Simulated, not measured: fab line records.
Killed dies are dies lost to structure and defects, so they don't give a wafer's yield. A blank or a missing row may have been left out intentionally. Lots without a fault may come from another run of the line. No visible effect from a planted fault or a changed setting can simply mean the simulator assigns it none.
A lot that was struck, set against a sound lot + flow n5_finfet + 43 out of 1938 route steps
Sound: wafers L665.1, L665.4, L665.6. Struck: wafers L681.3, L681.6. (L681.5 of the same lot was not struck and is left out.) The cause comes at the end.
Each step with rows lists, per side, the tool, then ch with its chambers, then its first start. Under that, the readings that differ: sound wafers + struck wafers + difference of the means + sigmas: that difference in standard deviations of wafers without a fault.
alike: a reading whose means differ by less than 2 such deviations, as well as words and numbers matching on both sides. not compared: withheld readings; readings where some wafer has no value; bounds like >300 that might hide an equal value; numbers whose values overlap and for which the record gives no deviation.
Wherever a step has rows on one side only, a row that says differs or no value, or a row with sigmas, the two part there. Numbers that have no deviation but don't overlap get no sigmas and don't part them. A reading missing from all wafers of one side parts the sides only when that side holds two or more wafers.

first, 1 step without rows for these wafers: N5_SD_EPI_N_STRIP_36 (strips in N2/H2).
N5_SD_EPI_N_ETCHBACK_44: etches SiNx in CH3F/O2, stops on SiO2, target depth 14.5 nm.
  sound on rie_diel-02 ch 0,1,3, day 3 03:32; struck on rie_diel-01 ch 2,3, day 7 02:04
  alike: CH3F_flow_sccm, drypump_motor_current_A, oes_product_au, rf_vpp_V, showerhead_plenum_p_Torr, throttle_valve_pct
  not compared: rf_hours_counter_h
N5_SD_EPI_N_ETCH_45: etches SiOCN in CH3F/O2, target depth 6 nm.
  sound on rie_diel-02 ch 0,1,3, day 3 03:38; struck on rie_diel-01 ch 2,3, day 7 02:10
  alike: CH3F_flow_sccm, drypump_motor_current_A, oes_product_au, rf_vpp_V, showerhead_plenum_p_Torr, throttle_valve_pct
  not compared: rf_hours_counter_h
then, 9 steps without rows for these wafers: N5_SD_EPI_N_ETCH_16 (etches SiO2 in CHF3/O2, target depth 5 nm); N5_SD_EPI_N_STRIP_47 (strips in CHF3/O2); N5_SD_EPI_N_SD_RECESS_17 (chemistry HBr/Cl2/O2, target depth 41 nm, time 23.7 s, bt time 3 s); N5_SD_EPI_N_STRIP_38 (strips in N2/H2); N5_SD_EPI_N_WET_ETCH_43 (etches SiO2 in dHF, time 14 s, target depth 1.5 nm); N5_SD_EPI_N_STRIP_18 (strips in SPM, time 750 s); N5_SD_EPI_N_SRD_20 (time 30 s); N5_SD_EPI_N_PRECLEAN_48 (cleans in NF3:NH3, afs cycles 2, time 20 s, sublimation time 60 s); N5_SD_EPI_N_VAPOR_ETCH_50 (etches Si in HCl, time 54 s).
N5_SD_EPI_N_EPI_21: deposits Si:P, time 690 s.
  sound on epi_rpcvd-01 ch 0, day 3 04:49; struck on epi_rpcvd-03 ch 0, day 7 03:53
| reading                                   | sound        | struck        | difference | sigmas |
|-------------------------------------------|--------------|---------------|------------|--------|
| epi_growth_time_s (s)                     | 690 690 690  | 930.76 930.76 | +240.76    |        |
| model.Si-P_of_SD_EPI_N_EPI_21.thk_nm (nm) | 60 59.4 59.8 | 72.8 72.8     | +13.1      |        |
N5_SD_EPI_N_EPI_MEAS_23:
  sound: film_metro-02 at day 3 06:31; struck: film_metro-01 at day 7 05:03
| reading     | sound          | struck    | difference | sigmas |
|-------------|----------------|-----------|------------|--------|
| thk_nm (nm) | 58.7 59.2 60.0 | 73.4 73.0 | +13.9      | +11    |
then, 3 steps without rows for these wafers: N5_SD_EPI_N_PRECLEAN_24 (cleans in O3/DIW, time 60 s); N5_SD_EPI_N_SRD_25 (time 30 s); N5_SD_EPI_N_PRECLEAN_49 (cleans in NF3:NH3, afs cycles 1, time 20 s, sublimation time 60 s).
N5_SD_EPI_N_LINER_46: material SiNx, target thk 3 nm.
  sound on ald_sin-01 ch 0,2,3, day 3 06:50; struck on ald_sin-04 ch 0,3, day 7 05:22
  alike: heater_power_w
N5_SD_EPI_N_INSPECT_26: inspects for defects (darkfield).
  sound: defect_inspect-01 at day 3 07:05; struck: defect_inspect-01 at day 7 05:37
  alike: raw_defect_count
then, 8 steps without rows for these wafers: N5_SD_EPI_P_COAT_34 (time 60 s, resist thk 350 nm); N5_SD_EPI_P_COAT_35 (time 60 s, resist thk 35 nm); N5_SD_EPI_P_COAT_03 (resist thk 150 nm); N5_SD_EPI_P_EBR_05; N5_SD_EPI_P_SOFTBAKE_04 (time 60 s); N5_SD_EPI_P_EXPOSE_06 (exposes mask SD P BLK, target cd 240 nm); N5_SD_EPI_P_PEB_07 (peb time 60 s); N5_SD_EPI_P_DEVELOP_08 (develop time 30 s).
N5_SD_EPI_P_CD_MEAS_09 targets a cd of 240 nm.
  sound on cd_sem-03 ch 0, day 3 07:22; struck on cd_sem-03 ch 0, day 7 05:53
  alike: cd_nm
N5_SD_EPI_P_OVL_MEAS_10:
  sound on overlay-02 ch 0, day 3 07:23; struck on overlay-01 ch 0, day 7 05:55
  alike: SD_P_BLK_OVL
N5_SD_EPI_P_INSPECT_11: inspects for defects (macro).
  sound: defect_inspect-02 at day 3 07:25; struck: defect_inspect-02 at day 7 05:56
  alike: raw_defect_count
then, 6 steps without rows for these wafers: N5_SD_EPI_P_DESCUM_14 (chemistry O2, time 7.9 s); N5_SD_EPI_P_ETCH_36 (etches SiARC in CF4, target depth 45.5 nm, time 75.8 s); N5_SD_EPI_P_ETCH_37 (etches SOC in N2/H2, overetch 108 nm, time 486 s); N5_SD_EPI_P_STRIP_38 (strips in N2/H2); N5_SD_EPI_P_ETCHBACK_46 (etches SiNx in CH3F/O2, stops on SiO2, target depth 17.5 nm); N5_SD_EPI_P_ETCH_47 (etches SiOCN in CH3F/O2, target depth 25 nm).
N5_SD_EPI_P_ETCH_16: etches SiO2 in CHF3/O2, target depth 5 nm.
  sound on rie_diel-06 ch 0,1,2, day 3 08:04; struck on rie_diel-06 ch 1,3, day 7 06:35
  alike: CHF3_flow_sccm, drypump_motor_current_A, oes_product_au, rf_vpp_V, showerhead_plenum_p_Torr, throttle_valve_pct
  not compared: rf_hours_counter_h
then, 3 steps without rows for these wafers: N5_SD_EPI_P_STRIP_50 (strips in CHF3/O2); N5_SD_EPI_P_SD_RECESS_17 (chemistry HBr/Cl2/O2, target depth 39.1 nm, bt time 3 s); N5_SD_EPI_P_WET_ETCH_45 (etches SiO2 in dHF, time 10.7 s, target depth 2 nm, rinse time 30 s).
N5_SD_EPI_P_STRIP_40: strips in N2/H2.
  sound on plasma_asher-02 ch 0,1, day 3 08:16; struck on plasma_asher-01 ch 0, day 7 06:49
| reading                     | sound       | struck  | difference | sigmas |
|-----------------------------|-------------|---------|------------|--------|
| drypump_motor_current_A (A) | 5.3 5.3 5.5 | 6.3 6.2 | +0.9       | +3     |
  alike: heater_power_w, oes_product_au
  not compared: rf_hours_counter_h
then, 1 step without rows for these wafers: N5_SD_EPI_P_PRECLEAN_52 (cleans in O3/DIW, time 60 s).
N5_MOL_CONTACT_COAG_ETCH_15: etches SiNx in CH3F/O2, stops on Si:P, target depth 7 nm.
  sound on rie_diel-02 ch 1,2, day 4 19:22; struck on rie_diel-01 ch 2, day 8 16:32
| reading                                   | sound        | struck    | difference | sigmas |
|-------------------------------------------|--------------|-----------|------------|--------|
| model.Si-P_of_SD_EPI_N_EPI_21.thk_nm (nm) | 59.2 58.6 59 | 71.8 71.8 | +12.9      |        |
  alike: CH3F_flow_sccm, drypump_motor_current_A, oes_product_au, rf_vpp_V, showerhead_plenum_p_Torr, throttle_valve_pct
  not compared: rf_hours_counter_h

WHERE THEY PART
First at N5_SD_EPI_N_EPI_MEAS_23; last, within this record, at N5_SD_EPI_P_STRIP_40. Later steps at which nothing parts them and some readings are alike: N5_MOL_CONTACT_COAG_ETCH_15.

WHY: what had been put in by the simulator
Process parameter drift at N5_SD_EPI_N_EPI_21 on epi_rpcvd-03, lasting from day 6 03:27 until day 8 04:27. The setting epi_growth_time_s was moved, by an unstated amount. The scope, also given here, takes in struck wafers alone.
